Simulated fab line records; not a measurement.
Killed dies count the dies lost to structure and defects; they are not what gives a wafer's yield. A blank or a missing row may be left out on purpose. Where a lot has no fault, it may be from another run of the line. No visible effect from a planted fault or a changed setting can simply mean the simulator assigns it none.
fab line records	flow n5_finfet
[record] lots = 6	wafers = 18	last_day = 16
route steps=1938 shown BEOL_M7@1269
lots that met no fault: taken from a fault-free run of the same line
start_h: the number of hours between the record's first day and the start of the first shown wafer of the lot	wait_h: hours elapsed since this lot's preceding step	" the same as in the row above	L1.1+2: a single row standing in for several wafers	- no value present, or no start provided	* or withheld: withheld	< > ~ a bound
route shown NAME@n: a module of which the file shows steps, and the number in the route of the first	usual: mean/standard deviation of fault-free wafers	same: alike in all rows	chamber/n: place in a boat	sites: the reading at each site	_std_site: the standard deviation of these	_edge_site: outer sites' mean less inner sites'	radius_mm: how far each site lies from the wafer's centre	mask NAME#n: copy n	behind: tool/chamber where the wafer was last shaped	hold: reason for holding the lot/hours on hold/outcome of the hold	device: transistor that didn't switch, given as n, p or np	end of line: the route-end tests of the same wafers	a step without rows: its recipe alone	killed: dies that structure and defects cost at the first sort, which is not the same as the wafer's yield	map: shows each die of a wafer: x if killed, . if not, _ if none is there
set.NAME: setting as actually run; set.NAME@STEP: the setting as run at that earlier step	model.NAME: the simulator's own value behind a step, which no gauge read
a table for each step, a row for each wafer; lots at some steps of the route
services: the hour from which a tool's chamber was out of use, counted from the record's first day as start_h (under 0 if before that day), plus the number of hours and why
[[steps]]
[step N5_BEOL_M7_COAT_60]
[recipe] resist = SiARC	temp_c = 220	time_s = 60	spin_rpm = 1500	resist_thk_nm = 35
[step N5_BEOL_M7_COAT_05]
[recipe] resist = CAR-ArF	spin_rpm = 1500	resist_thk_nm = 90
[step N5_BEOL_M7_EBR_07]
[recipe] solvent = PGMEA	ebr_width_mm = 1.5
[step N5_BEOL_M7_SOFTBAKE_06]
[recipe] temp_c = 110	time_s = 60	resist = CAR-ArF
[step N5_BEOL_M7_EXPOSE_08]
[recipe] mask_id = M7	na = 1.35	source_shape = dipole	sigma_inner = 0.817	sigma_outer = 0.97	polarization = te	dose_mj = 68.25
[step N5_BEOL_M7_PEB_09]
[recipe] peb_temp_c = withheld	peb_time_s = 60	resist = CAR-ArF
[step N5_BEOL_M7_DEVELOP_10]
[recipe] develop_time_s = 30	developer = TMAH	resist = CAR-ArF	rinse_liquid = diw	dry = air_spin	dev_temp_c = 23
[step N5_BEOL_M7_CD_MEAS_11]
[recipe] target_cd_nm = 38.5	landing_energy_ev = 500	detector = se_inlens	polarity = opening
[usual] cd_nm = 38.6/0.38
lot.wafer	tool	chamber	start_h	wait_h	cd_nm
L493.2	cd_sem-01	0	250.47	-	38.5
L493.5	"	0	"	"	38.5
L493.6	"	0	"	"	39.2
L498.1	cd_sem-01	0	283.96	-	38.8
L498.2	"	0	"	"	39.0
L498.4	"	0	"	"	38.9
L499.2	cd_sem-03	0	288.30	-	38.1
L499.4	"	0	"	"	38.7
L499.6	"	0	"	"	39.1
L500.1	cd_sem-03	0	295.31	-	38.8
L500.2	"	0	"	"	38.3
L500.4	"	0	"	"	39.0
L502.3	cd_sem-03	0	309.84	-	38.1
L502.5	"	0	"	"	38.5
L502.6	"	0	"	"	38.8
L503.3	cd_sem-01	0	309.88	-	38.8
L503.4	"	0	"	"	38.7
L503.5	"	0	"	"	38.9
[step N5_BEOL_M7_OVL_MEAS_12]
[recipe] points_per_wafer = 44
[usual] M7_OVL = 0.2/0.85
lot.wafer	tool	chamber	start_h	wait_h	M7_OVL[nm]
L493.2	overlay-02	0	250.50	0.0	0.0
L493.5	"	0	"	"	0.9
L493.6	"	0	"	"	-1.3
L498.1	overlay-02	0	283.99	0.0	0.1
L498.2	"	0	"	"	0.3
L498.4	"	0	"	"	0.0
L499.2	overlay-01	0	288.33	0.0	1.1
L499.4	"	0	"	"	0.9
L499.6	"	0	"	"	1.6
L500.1	overlay-01	0	295.34	0.0	-0.5
L500.2	"	0	"	"	-0.4
L500.4	"	0	"	"	0.3
L502.3	overlay-02	0	309.87	0.0	1.1
L502.5	"	0	"	"	0.7
L502.6	"	0	"	"	-0.1
L503.3	overlay-01	0	309.91	0.0	-1.3
L503.4	"	0	"	"	0.1
L503.5	"	0	"	"	-0.7
[step N5_BEOL_M7_INSPECT_13]
[recipe] mode = adi	inspect_instrument = brightfield
[usual] raw_defect_count = 393/99
lot.wafer	tool	chamber	start_h	wait_h	raw_defect_count
L493.2	defect_inspect-02	-	250.52	0.0	267
L493.5	"	-	"	"	337
L493.6	"	-	"	"	330
L498.1	defect_inspect-02	-	284.01	0.0	530
L498.2	"	-	"	"	600
L498.4	"	-	"	"	398
L499.2	defect_inspect-01	-	288.35	0.0	387
L499.4	"	-	"	"	327
L499.6	"	-	"	"	361
L500.1	defect_inspect-02	-	295.37	0.0	419
L500.2	"	-	"	"	326
L500.4	"	-	"	"	362
L502.3	defect_inspect-02	-	309.89	0.0	323
L502.5	"	-	"	"	384
L502.6	"	-	"	"	407
L503.3	defect_inspect-01	-	309.93	0.0	408
L503.4	"	-	"	"	401
L503.5	"	-	"	"	479
[step N5_BEOL_M7_DESCUM_16]
[recipe] chemistry = O2	time_s = 7.9	source_power_w = 50	bias_power_w = 20	pressure_mtorr = 20	rf_frequency_hz = 2.712e+07	temp_c = 40	resist = CAR-ArF	o2_flow_sccm = 225
[usual] drypump_motor_current_A = 5.8/0.39	oes_product_au = 0.75/0.056	rf_vpp_V = 243.5/1.2	showerhead_plenum_p_Torr = 2.11/0.055	throttle_valve_pct = 20.49/0.13
lot.wafer	tool	chamber	start_h	wait_h	drypump_motor_current_A	oes_product_au	rf_hours_counter_h	rf_vpp_V	showerhead_plenum_p_Torr	throttle_valve_pct
L493.2	rie_diel-05	2	250.56	0.0	5.7	0.72	221	243.8	2.15	20.66
L493.5	"	0	"	"	5.2	0.78	-	243.3	2.10	20.65
L493.6	"	1	"	"	5.8	0.72	-	243.9	2.17	20.54
L498.1	rie_diel-03	0	284.05	0.0	6.4	0.71	233	242.2	2.05	20.46
L498.2	"	3	"	"	5.6	0.68	238	242.2	2.06	20.56
L498.4	"	2	"	"	5.4	0.73	209	244.2	2.08	20.31
L499.2	rie_diel-05	1	288.66	0.3	5.8	0.71	199	245.6	2.17	20.55
L499.4	"	3	"	"	5.7	0.81	83	245.7	2.20	20.44
L499.6	"	2	"	"	5.7	0.70	-	244.0	2.15	20.70
L500.1	rie_diel-05	1	295.40	0.0	5.8	0.71	201	243.7	2.17	20.57
L500.2	"	3	"	"	5.7	0.80	86	245.8	2.20	20.44
L500.4	"	2	"	"	5.7	0.70	233	244.3	2.15	20.70
L502.3	rie_diel-05	3	309.92	0.0	5.7	0.80	90	244.8	2.20	20.45
L502.5	"	3	"	"	5.7	0.81	-	245.6	2.20	20.44
L502.6	"	0	"	"	5.2	0.76	-	243.2	2.09	20.69
L503.3	rie_diel-04	1	310.11	0.2	6.2	0.72	183	242.6	2.08	20.68
L503.4	"	2	"	"	6.5	0.70	240	243.2	2.07	20.41
L503.5	"	0	"	"	5.4	0.80	-	244.3	2.21	20.32
[step N5_BEOL_M7_ETCH_61]
[recipe] chemistry = CF4	target = SiARC	target_depth_a = 455	mask_material = CAR-ArF	time_s = 75.8	ion_energy_ev = 80	pressure_mtorr = 40	source_w = 545	bias_w = 36	Ar_flow_sccm = 100	cf4_flow_sccm = 100	ends = cleared
[usual] drypump_motor_current_A = 5.8/0.38	etch_rf_on_time_s = 75.5/1.3	oes_product_au = 0.64/0.049	rf_fwd_power_W = 540.2/2	rf_vpp_V = 184.2/1	showerhead_plenum_p_Torr = 2.15/0.053	throttle_valve_pct = 15.68/0.16
lot.wafer	tool	chamber	start_h	wait_h	drypump_motor_current_A	etch_rf_on_time_s	oes_product_au	rf_fwd_power_W	rf_hours_counter_h	rf_vpp_V	showerhead_plenum_p_Torr	throttle_valve_pct
L493.2	rie_diel-05	2	250.59	0.0	5.7	77.7	0.60	540.0	221	185.5	2.20	15.91
L493.5	"	0	"	"	5.2	77.4	0.66	543.8	-	183.3	2.15	15.79
L493.6	"	1	"	"	5.8	76.5	0.61	539.2	-	184.6	2.21	15.72
L498.1	rie_diel-03	0	284.08	0.0	6.3	75.3	0.61	538.5	233	184.4	2.11	15.74
L498.2	"	3	"	"	5.6	76.3	0.58	539.6	238	184.1	2.11	15.79
L498.4	"	2	"	"	5.5	74.8	0.62	540.5	209	184.7	2.12	15.53
L499.2	rie_diel-05	1	288.70	0.0	5.8	76.6	0.60	535.7	199	184.5	2.21	15.75
L499.4	"	3	"	"	5.7	74.6	0.69	538.0	83	185.6	2.24	15.61
L499.6	"	2	"	"	5.7	76.9	0.60	545.0	-	183.4	2.20	15.93
L500.1	rie_diel-05	1	295.44	0.0	5.8	77.1	0.61	541.2	201	185.0	2.21	15.76
L500.2	"	3	"	"	5.7	74.9	0.69	537.8	86	185.5	2.24	15.59
L500.4	"	2	"	"	5.7	78.2	0.60	539.3	233	183.4	2.20	15.94
L502.3	rie_diel-05	3	309.96	0.0	5.7	74.6	0.70	538.3	90	185.7	2.24	15.61
L502.5	"	3	"	"	5.7	74.2	0.69	537.1	-	185.3	2.24	15.62
L502.6	"	0	"	"	5.2	76.5	0.65	541.1	-	184.3	2.15	15.83
L503.3	rie_diel-04	1	310.14	0.0	6.2	77.7	0.61	540.4	183	183.9	2.13	15.87
L503.4	"	2	"	"	6.5	77.3	0.60	537.5	240	181.9	2.11	15.65
L503.5	"	0	"	"	5.4	76.1	0.68	539.2	-	184.8	2.24	15.46
[step N5_BEOL_M7_ETCH_62]
[recipe] chemistry = N2/H2	target = SOC	target_depth_a = 1100	overetch_a = 220	mask_material = SiARC	temp_c = 40	time_s = 165	ion_energy_ev = 200	pressure_mtorr = 30	source_w = 840	bias_w = 150	n2_flow_sccm = 200	h2_flow_sccm = 200
[usual] drypump_motor_current_A = 5.8/0.38	oes_product_au = 0.64/0.044	rf_fwd_power_W = 837.6/2.6	rf_vpp_V = 524.4/2.1	showerhead_plenum_p_Torr = 2.56/0.07	throttle_valve_pct = 17.93/0.15
lot.wafer	tool	chamber	start_h	wait_h	drypump_motor_current_A	oes_product_au	rf_fwd_power_W	rf_hours_counter_h	rf_vpp_V	showerhead_plenum_p_Torr	throttle_valve_pct	model.SiARC_of_BEOL_M7_COAT_60.thk_nm	model.BEOL_M7.cd_offset_nm
L493.2	rie_diel-05	2	250.65	0.0	5.7	0.60	836.7	221	526.8	2.61	18.08	28.6	0.8
L493.5	"	0	"	"	5.3	0.66	843.3	-	526.6	2.56	18.17	28.4	0.2
L493.6	"	1	"	"	5.8	0.61	839.8	-	524.9	2.64	17.91	28.4	0.6
L498.1	rie_diel-03	0	284.14	0.0	6.4	0.60	835.3	233	522.1	2.50	17.90	28.4	0.4
L498.2	"	3	"	"	5.6	0.58	840.9	238	523.6	2.51	17.97	28.6	0.2
L498.4	"	2	"	"	5.4	0.61	837.7	209	523.5	2.51	17.74	28.4	0
L499.2	rie_diel-05	1	288.75	0.0	5.8	0.60	837.3	199	526.0	2.63	17.95	28.4	0
L499.4	"	3	"	"	5.8	0.68	837.9	83	529.3	2.69	17.91	28.2	-0.2
L499.6	"	2	"	"	5.7	0.60	834.1	-	525.4	2.61	18.11	28.4	0.4
L500.1	rie_diel-05	1	295.49	0.0	5.8	0.60	1043.8	201	488.9	2.63	17.94	28	1
L500.2	"	3	"	"	5.7	0.67	1039.4	86	491.0	2.69	17.91	27.6	0.4
L500.4	"	2	"	"	5.7	0.60	1036.4	233	491.6	2.61	18.11	27.8	1
L502.3	rie_diel-05	3	310.01	0.0	5.7	0.67	1034.6	90	491.0	2.69	17.93	27.4	0.4
L502.5	"	3	"	"	5.7	0.68	1037.2	-	490.4	2.69	17.93	27.4	0.8
L502.6	"	0	"	"	5.2	0.65	1035.1	-	487.9	2.55	18.21	27.6	1
L503.3	rie_diel-04	1	310.20	0.0	6.2	0.62	833.5	183	523.5	2.53	18.12	28.4	-0.2
L503.4	"	2	"	"	6.5	0.60	836.6	240	523.4	2.51	17.91	28.4	0
L503.5	"	0	"	"	5.5	0.68	837.0	-	527.2	2.68	17.69	28.2	-0.2
[step N5_BEOL_M7_STRIP_68]
[recipe] chemistry = N2/H2	temp_c = 40	n2_flow_sccm = 200	h2_flow_sccm = 200	rf_frequency_hz = 6e+07
[step N5_BEOL_M7_STRIP_67]
[recipe] chemistry = CF4	resist = SiARC	power_w = 300	bias_power_w = 75	pressure_mtorr = 50	cf4_flow_sccm = 150	rf_frequency_hz = 6e+07
[usual] drypump_motor_current_A = 5.8/0.39	oes_product_au = 0.75/0.051	rf_vpp_V = 271.3/1.4	showerhead_plenum_p_Torr = 1.81/0.043	throttle_valve_pct = 13.67/0.16
lot.wafer	tool	chamber	start_h	wait_h	drypump_motor_current_A	oes_product_au	rf_hours_counter_h	rf_vpp_V	showerhead_plenum_p_Torr	throttle_valve_pct
L493.2	rie_diel-05	2	250.79	0.0	5.6	0.71	221	273.3	1.85	13.93
L493.5	"	0	"	"	5.2	0.78	-	270.8	1.80	13.72
L493.6	"	1	"	"	5.8	0.72	-	272.1	1.85	13.73
L498.1	rie_diel-03	0	284.28	0.0	6.4	0.71	233	272.3	1.77	13.77
L498.2	"	3	"	"	5.6	0.68	238	268.7	1.76	13.81
L498.4	"	2	"	"	5.4	0.72	209	269.6	1.78	13.55
L499.2	rie_diel-05	1	288.90	0.0	5.8	0.71	199	270.5	1.85	13.75
L499.4	"	3	"	"	5.7	0.81	83	271.6	1.87	13.54
L499.6	"	2	"	"	5.7	0.71	-	272.3	1.85	13.95
L500.1	rie_diel-05	1	295.64	0.0	5.8	0.71	201	271.0	1.85	13.76
L500.2	"	3	"	"	5.7	0.80	86	272.8	1.87	13.56
L500.4	"	2	"	"	5.7	0.71	233	271.6	1.84	13.94
L502.3	rie_diel-05	3	310.16	0.0	5.8	0.80	90	271.7	1.87	13.54
L502.5	"	3	"	"	5.7	0.80	-	272.4	1.87	13.56
L502.6	"	0	"	"	5.2	0.76	-	272.8	1.79	13.78
L503.3	rie_diel-04	1	310.35	0.0	6.1	0.74	183	272.7	1.79	13.85
L503.4	"	2	"	"	6.5	0.71	240	270.9	1.77	13.68
L503.5	"	0	"	"	5.4	0.80	-	274.2	1.88	13.45
[step N5_BEOL_M7_HM_OPEN_17]
[recipe] chemistry = Cl2/BCl3	target_depth_a = 200	overetch_a = 60	target = TiN	mask_material = SOC	ion_energy_ev = 150	pressure_mtorr = 10	icp_w = 1000	bias_w = 126	Cl2_flow_sccm = 53.25	bcl3_flow_sccm = 21.75	Ar_flow_sccm = 25
[usual] drypump_motor_current_A = 5.7/0.33	oes_product_au = 0.66/0.08	throttle_valve_pct = 22.22/0.3
lot.wafer	tool	chamber	start_h	wait_h	drypump_motor_current_A	oes_product_au	rf_hours_counter_h	throttle_valve_pct	model.BEOL_M7.cd_offset_nm
L493.2	rie_metal-03	1	250.84	0.0	5.4	0.78	8	21.68	0.8
L493.5	"	1	"	"	5.4	0.77	-	21.71	0.2
L493.6	"	0	"	"	6.3	0.65	-	22.29	0.6
L498.1	rie_metal-02	1	284.33	0.0	5.9	0.60	78	22.37	0.2
L498.2	"	0	"	"	5.3	0.80	3	21.98	0.2
L498.4	"	1	"	"	5.9	0.60	-	22.38	0
L499.2	rie_metal-03	1	288.94	0.0	5.4	0.75	12	21.71	0
L499.4	"	0	"	"	6.3	0.64	-	22.29	-0.2
L499.6	"	1	"	"	5.4	0.75	-	21.71	0.4
L500.1	rie_metal-01	1	295.68	0.0	5.5	0.64	45	22.61	1
L500.2	"	0	"	"	6.0	0.58	79	22.00	0.4
L500.4	"	0	"	"	6.0	0.58	-	21.99	1
L502.3	rie_metal-01	0	310.23	0.1	5.9	0.58	-	21.99	0.4
L502.5	"	1	"	"	5.5	0.64	-	22.61	0.8
L502.6	"	0	"	"	5.9	0.58	-	22.00	0.8
L503.3	rie_metal-02	1	310.42	0.1	5.9	0.60	-	22.36	-0.2
L503.4	"	0	"	"	5.3	0.80	-	21.98	0
L503.5	"	0	"	"	5.3	0.79	-	21.98	-0.2
[step N5_BEOL_M7_STRIP_19]
[recipe] chemistry = O2	power_w = 400	temp_c = 40	pressure_mtorr = 30	rf_frequency_hz = 6e+07	bias_power_w = 0	overash_fraction = 0.2	o2_flow_sccm = 225
[usual] drypump_motor_current_A = 5.9/0.42	oes_product_au = 0.75/0.053	rf_vpp_V = 3.7/0.53	showerhead_plenum_p_Torr = 2.12/0.056	throttle_valve_pct = 16.75/0.14
lot.wafer	tool	chamber	start_h	wait_h	drypump_motor_current_A	oes_product_au	rf_hours_counter_h	rf_vpp_V	showerhead_plenum_p_Torr	throttle_valve_pct
L493.2	rie_diel-03	0	250.95	0.1	6.3	0.72	226	4.6	2.06	16.73
L493.5	"	2	"	"	5.4	0.74	-	4.0	2.08	16.58
L493.6	"	3	"	"	5.6	0.68	-	3.7	2.07	16.85
L498.1	rie_diel-04	2	284.45	0.1	6.5	0.71	233	3.8	2.07	16.69
L498.2	"	3	"	"	6.4	0.70	199	3.4	2.09	16.74
L498.4	"	0	"	"	5.5	0.80	93	3.3	2.21	16.55
L499.2	rie_diel-04	0	289.10	0.1	5.4	0.82	94	2.9	2.21	16.56
L499.4	"	3	"	"	6.4	0.69	201	3.8	2.09	16.72
L499.6	"	3	"	"	6.4	0.69	-	3.2	2.09	16.74
L500.1	rie_diel-05	1	295.79	0.1	5.8	0.70	201	3.8	2.17	16.81
L500.2	"	3	"	"	5.8	0.80	86	3.6	2.20	16.66
L500.4	"	0	"	"	5.2	0.77	121	2.8	2.10	16.88
L502.3	rie_diel-04	0	310.37	0.1	5.4	0.80	98	3.5	2.21	16.57
L502.5	"	2	"	"	6.5	0.71	-	3.8	2.07	16.69
L502.6	"	3	"	"	6.4	0.68	-	4.4	2.08	16.74
L503.3	rie_diel-05	1	310.50	0.1	5.8	0.70	205	3.3	2.17	16.82
L503.4	"	2	"	"	5.7	0.70	237	4.0	2.15	16.99
L503.5	"	2	"	"	5.7	0.70	-	3.9	2.15	17.00
[[services]]
tool	chamber	start_h	hours	kind
rie_diel-03	1	235.73	2.8	repair
rie_diel-03	-	252.66	2.8	pm
rie_diel-04	3	264.39	11.2	repair
rie_metal-03	-	265.67	0.1	repair
rie_diel-04	0	290.08	9.8	repair
rie_metal-02	-	291.07	2.8	pm
rie_diel-03	3	308.45	5.8	repair
[[key]]
[first_sign] step = N5_BEOL_M7_ETCH_62	reading = rf_fwd_power_W	direction = up	sigmas = 76	usual = *	struck = *
[effect] step = N5_BEOL_M7_ETCH_62	reading = rf_vpp_V	direction = down	sigmas = 17	usual = 524.4	struck = 490.1
[model_effect] step = N5_BEOL_M7_ETCH_62	value = SiARC_of_BEOL_M7_COAT_60.thk_nm	without = 28.5	struck = 27.63
[model_effect] step = N5_BEOL_M7_HM_OPEN_17	value = BEOL_M7.cd_offset_nm	without = -0.03333	struck = 0.7333
met_at N5_BEOL_M7_ETCH_62
struck_wafers L500.1,L500.2,L500.4,L502.3,L502.5,L502.6
onset_between 288.75 295.49
[fault] kind = process_parameter_drift	tool = rie_diel-05	chamber = -	onset_h = 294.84	steps = N5_BEOL_M7_ETCH_62	channel = source_w	offset = 201.6	shape = step	end_h = 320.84	acts_in = these_recipes_only	stated = 840
